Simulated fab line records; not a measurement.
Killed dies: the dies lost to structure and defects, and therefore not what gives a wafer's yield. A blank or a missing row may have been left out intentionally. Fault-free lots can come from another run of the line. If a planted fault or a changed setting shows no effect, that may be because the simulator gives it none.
Matching of chambers	flow n5Finfet	N5_BEOL_M5_ETCH_67 on rieDiel-01: 4 sister chambers
The step etches SiARC in CF4, target depth 15.6 nm, time 26 s. 4 wafers are shown with their chamber, then 12 later ones without.

## WAFERS WITH THEIR CHAMBER
wafer	chamber	showerheadPlenumPTorr (Torr)
L086.1	3	2.20
L088.1	2	2.07
L090.1	0	2.25
L090.6	1	2.04

## WAFERS WITH NO CHAMBER GIVEN
wafer	showerheadPlenumPTorr (Torr)
L093.1	2.25
L093.5	2.25
L093.6	2.20
L096.1	2.07
L096.3	2.19
L096.5	2.04
L095.1	2.04
L095.2	2.25
L095.4	2.20
L097.1	2.24
L097.4	2.04
L097.5	2.19

## EACH ONE'S CHAMBER
wafer	from the rows above	in truth
L093.1	0	0
L093.5	0	0
L093.6	3	3
L096.1	2	2
L096.3	3	3
L096.5	1	1
L095.1	1	1
L095.2	0	0
L095.4	3	3
L097.1	0	0
L097.4	1	1
L097.5	3	3
Correct placement for 12 of the 12. Not placeable from these rows: 0. 0 placed wrongly.
How it was worked out, from the rows above alone: a wafer's distance from a chamber is the root of the sum, over the readings, of the square of ((its reading less the chamber's mean) divided by the reading's scatter). The wafer belongs to the nearest chamber; if the next one is less than 2 further off, it can't be placed. Each chamber's mean is taken over the wafers shown for it. The scatter (one wafer shown for each chamber): square how far every hidden wafer sits from the nearest shown wafer, average those squares and take the square root.
